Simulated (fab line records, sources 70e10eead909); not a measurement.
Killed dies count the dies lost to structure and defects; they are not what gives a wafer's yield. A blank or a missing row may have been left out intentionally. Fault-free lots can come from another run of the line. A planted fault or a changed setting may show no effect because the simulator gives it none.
Matching of chambers :: flow nand harc :: 4 sister chambers for NHARC_A_CONTACT_ETCH_102 on rie diel-10
The step etches the open film in CF4/O2, target depth 100 nm, overetch 10 nm, time 55 s. 4 wafers are shown with their chamber, then 11 later ones without.

== EACH WAFER AND ITS CHAMBER ==
wafer: L914.1
chamber: 3
showerhead plenum p Torr (Torr): 1.34

wafer: L914.2
chamber: 1
showerhead plenum p Torr (Torr): 1.45

wafer: L916.6
chamber: 0
showerhead plenum p Torr (Torr): 1.40

wafer: L922.2
chamber: 2
showerhead plenum p Torr (Torr): 1.35

== WAFERS WHOSE CHAMBER IS MISSING ==
wafer: L922.3
showerhead plenum p Torr (Torr): 1.44

wafer: L922.4
showerhead plenum p Torr (Torr): 1.33

wafer: L921.2
showerhead plenum p Torr (Torr): 1.33

wafer: L921.3
showerhead plenum p Torr (Torr): 1.35

wafer: L921.6
showerhead plenum p Torr (Torr): 1.44

wafer: L923.1
showerhead plenum p Torr (Torr): 1.44

wafer: L923.2
showerhead plenum p Torr (Torr): 1.39

wafer: L923.3
showerhead plenum p Torr (Torr): 1.35

wafer: L924.1
showerhead plenum p Torr (Torr): 1.35

wafer: L924.5
showerhead plenum p Torr (Torr): 1.44

wafer: L924.6
showerhead plenum p Torr (Torr): 1.39

== THE CHAMBER EACH PASSED THROUGH ==
wafer: L922.3
from the rows above: 1
in truth: 1

wafer: L922.4
from the rows above: can't be placed: 3 or 2
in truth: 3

wafer: L921.2
from the rows above: can't be placed: 3 or 2
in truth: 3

wafer: L921.3
from the rows above: can't be placed: 2 or 3
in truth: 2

wafer: L921.6
from the rows above: 1
in truth: 1

wafer: L923.1
from the rows above: 1
in truth: 1

wafer: L923.2
from the rows above: 0
in truth: 0

wafer: L923.3
from the rows above: can't be placed: 2 or 3
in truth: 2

wafer: L924.1
from the rows above: can't be placed: 2 or 3
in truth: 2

wafer: L924.5
from the rows above: 1
in truth: 1

wafer: L924.6
from the rows above: 0
in truth: 0
Placed correctly: 6 of 11. Can't be placed from these rows: 5 (the true chamber is among the candidates in 5). Placed wrongly: 0.
How it was worked out, from the rows above alone: a wafer's distance from a chamber is the root of the sum, over the readings, of the square of ((its reading less the chamber's mean) divided by the reading's scatter). The wafer belongs to the nearest chamber; if the next one is less than 2 further off, it can't be placed. Each chamber's mean is taken over the wafers shown for it. The scatter (one wafer shown for each chamber): square how far every hidden wafer sits from the nearest shown wafer, average those squares and take the square root.
